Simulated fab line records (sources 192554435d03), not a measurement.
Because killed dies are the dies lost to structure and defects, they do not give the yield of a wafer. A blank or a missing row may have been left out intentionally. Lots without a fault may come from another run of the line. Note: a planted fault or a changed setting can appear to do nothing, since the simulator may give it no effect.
Matching of chambers    flow n5 finfet    N5_BEOL_M2_CVD_47 on cvd co-01: 3 sister chambers
The step deposits Co from CCTBA/H2, target thk 3 nm, time 223.8 s. 6 wafers are shown with their chamber, then 6 later ones without.

## WAFERS PAIRED WITH THEIR CHAMBERS
wafer   chamber  run length s (s)
L421.5  0        247.1
L428.6  0        247.3
L432.4  2        246.4
L432.6  1        246.8
L435.1  1        246.4
L435.3  2        246.2

## WAFERS WITHOUT THEIR CHAMBER
wafer   run length s (s)
L435.4  246.6
L436.4  246.7
L436.5  246.8
L439.3  246.7
L439.4  246.2
L438.3  246.5

## WHICH CHAMBER EACH WENT THROUGH
wafer   from the rows above           in truth
L435.4  can't be placed: 1 or 2       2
L436.4  can't be placed: 1 or 2       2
L436.5  can't be placed: 1 or 0 or 2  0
L439.3  can't be placed: 1 or 2       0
L439.4  can't be placed: 2 or 1       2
L438.3  can't be placed: 1 or 2       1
Correct placement for 0 of the 6. Unplaceable from these rows: 6, with the true chamber sitting among the candidates in 5. Placed wrongly: 0.
How it was worked out, from the rows above alone: a wafer's distance from a chamber is the root of the sum, over the readings, of the square of ((its reading less the chamber's mean) divided by the reading's scatter). The wafer belongs to the nearest chamber; if the next one is less than 2 further off, it can't be placed. A chamber's mean is the mean of its shown wafers. The scatter: the root of (the sum of the squares of (reading less its chamber's mean) over the shown wafers, divided by (wafers less chambers)).
